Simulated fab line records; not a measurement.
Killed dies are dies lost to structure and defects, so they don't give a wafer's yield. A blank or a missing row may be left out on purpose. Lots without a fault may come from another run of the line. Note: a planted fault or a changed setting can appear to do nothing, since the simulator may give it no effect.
Chamber matching / flow n5_finfet / rie_diel-05 running N5_BEOL_M14_DESCUM_15: 4 sister chambers
The step chemistry O2, time 7.9 s. 4 wafers are shown with their chamber, then 8 later ones without.

## WAFERS PAIRED WITH THEIR CHAMBERS
wafer=L528.4; chamber=3; drypump_motor_current_A (A)=5.4
wafer=L528.5; chamber=0; drypump_motor_current_A (A)=6.4
wafer=L528.6; chamber=1; drypump_motor_current_A (A)=6.4
wafer=L532.2; chamber=2; drypump_motor_current_A (A)=6.3

## WAFERS MISSING THEIR CHAMBER
wafer=L532.4; drypump_motor_current_A (A)=5.4
wafer=L532.6; drypump_motor_current_A (A)=5.4
wafer=L534.1; drypump_motor_current_A (A)=6.4
wafer=L534.2; drypump_motor_current_A (A)=6.5
wafer=L534.4; drypump_motor_current_A (A)=6.3
wafer=L535.3; drypump_motor_current_A (A)=5.4
wafer=L535.4; drypump_motor_current_A (A)=6.5
wafer=L535.6; drypump_motor_current_A (A)=5.4

## THE CHAMBER EACH PASSED THROUGH
wafer=L532.4; from the rows above=3; in truth=3
wafer=L532.6; from the rows above=3; in truth=3
wafer=L534.1; from the rows above=can't be placed: 0 or 1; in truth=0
wafer=L534.2; from the rows above=can't be placed: 0 or 1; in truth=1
wafer=L534.4; from the rows above=2; in truth=2
wafer=L535.3; from the rows above=3; in truth=3
wafer=L535.4; from the rows above=can't be placed: 0 or 1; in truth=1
wafer=L535.6; from the rows above=3; in truth=3
Correct placement for 5 of the 8. Cannot be placed on the basis of these rows: 3; the candidates contain the true chamber in 3. Placed wrongly: 0.
How it was worked out, from the rows above alone: a wafer's distance from a chamber is the root of the sum, over the readings, of the square of ((its reading less the chamber's mean) divided by the reading's scatter). If the next closest chamber is less than 2 further off than the closest, the wafer can't be placed; otherwise it belongs to the closest. A chamber's mean is the mean of its shown wafers. The scatter: root of mean squared gap, hidden wafer to nearest shown wafer, with one shown wafer a chamber.
